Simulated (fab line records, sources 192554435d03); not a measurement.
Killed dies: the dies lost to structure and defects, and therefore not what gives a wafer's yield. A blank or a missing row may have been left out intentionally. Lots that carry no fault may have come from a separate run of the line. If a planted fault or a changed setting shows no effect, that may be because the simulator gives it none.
Problem report, 8D (eight disciplines) form, completed by code    flow n5_finfet    the parts of the form that need people (team, actions taken, sign-off) are left out

== 1. PROBLEM STATEMENT ==
Wafers without a fault read 267.0 s, standard deviation 0.37; run_length_s at N5_HKMG_FIN_ETCH_35 reads a mean of 218.1 s on 3 wafers belonging to 2 lots. That is -99 or more standard deviations from the usual mean.
The step: etches SOC in N2/H2, target depth 215.8 nm, time 243.4 s.
The first sign was on wafer L630.5 at day 7 01:38, on rie_diel-05. The record holds 28 wafers of 10 lots with a number at this step. Rule for "out" (also "out of limits"): further than 4 standard deviations from the usual mean. The rest of the wafers with a number are treated as sound.

== 2. WHAT IT IS, WHAT IT ISN'T ==
question                     is                      is not
which readings at this step  run_length_s            drypump_motor_current_A, oes_product_au, showerhead_plenum_p_Torr, throttle_valve_pct
which lots                   L630, L633              L621, L622, L623, L624, L626, L637, L638, L640
which wafers of those lots   L630.5, L633.2, L633.5  L630.1
read on which tools          rie_diel-05             rie_diel-02, rie_diel-03
when                         from day 7 01:38        up to then (16 sound wafers); but 9 sound wafers of L637, L638, L640 came after

== 3. WHAT RULES OUT EACH SUSPECT ==
Counting: any tool at a process step up to the reading remains a suspect provided it ran every lot that is out. Sound lots after the first of them don't rule it out here, since some wafers of a struck lot are sound.
- rie_diel-03 at N5_HKMG_FIN_STRIP_93 (strips SOC in N2/H2, time 20 s): kept. It processed each lot that is out (first: L630, day 6 22:29); up to then, its last sound lot is L622 (day 4 17:50).
- rie_diel-05 at N5_HKMG_FIN_ETCH_35 (etches SOC in N2/H2, target depth 215.8 nm, time 243.4 s): kept. It processed each lot that is out (first: L630, day 7 01:38); up to then, its last sound lot is L626 (day 5 21:17). Its own readings are out on those wafers: run_length_s.
- Within rie_diel-03 at N5_HKMG_FIN_STRIP_93: the wafers that are out ran in chambers 1, 3; their sound lot-mates ran in chamber 2.
- Within rie_diel-05 at N5_HKMG_FIN_ETCH_35: the wafers that are out ran in chambers 0, 1; their sound lot-mates ran in chamber 2.
After counting, rie_diel-03 at N5_HKMG_FIN_STRIP_93 and rie_diel-05 at N5_HKMG_FIN_ETCH_35 remain.

== 4. THE CAUSE (what the simulator had put in) ==
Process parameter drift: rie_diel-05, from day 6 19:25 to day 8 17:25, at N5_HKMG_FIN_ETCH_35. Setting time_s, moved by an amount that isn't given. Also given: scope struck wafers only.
Counting leaves 2 suspects; this tool is one of them.

== 5. THE EFFECT CHAIN, in route order ==
Each row: a reading where the mean over the struck wafers with a number is more than 3 standard deviations away from the usual. Scope: only readings with a usual standard deviation given in the record; hours: median across lots of the time from each lot's start at the first step in this table that gives one to its start at this step; sigmas: change in usual standard deviations.
hours  step                 reading       usual    on struck wafers  change  sigmas
0      N5_HKMG_FIN_ETCH_35  run_length_s  267.0 s  218.1             -48.9   -99 or more
Process steps it contains:
- N5_HKMG_FIN_ETCH_35: etches SOC in N2/H2, target depth 215.8 nm, time 243.4 s.
At these later measuring or inspecting steps, every struck wafer for which the step has a row has a number for every such reading, and none has moved that far: N5_BEOL_M4_RC_MEAS_101.

== 6. WHAT WOULD HAVE CAUGHT IT SOONER ==
The fault began at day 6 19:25; the first out-of-limits reading in this record came at day 7 01:38, 6 hours later.
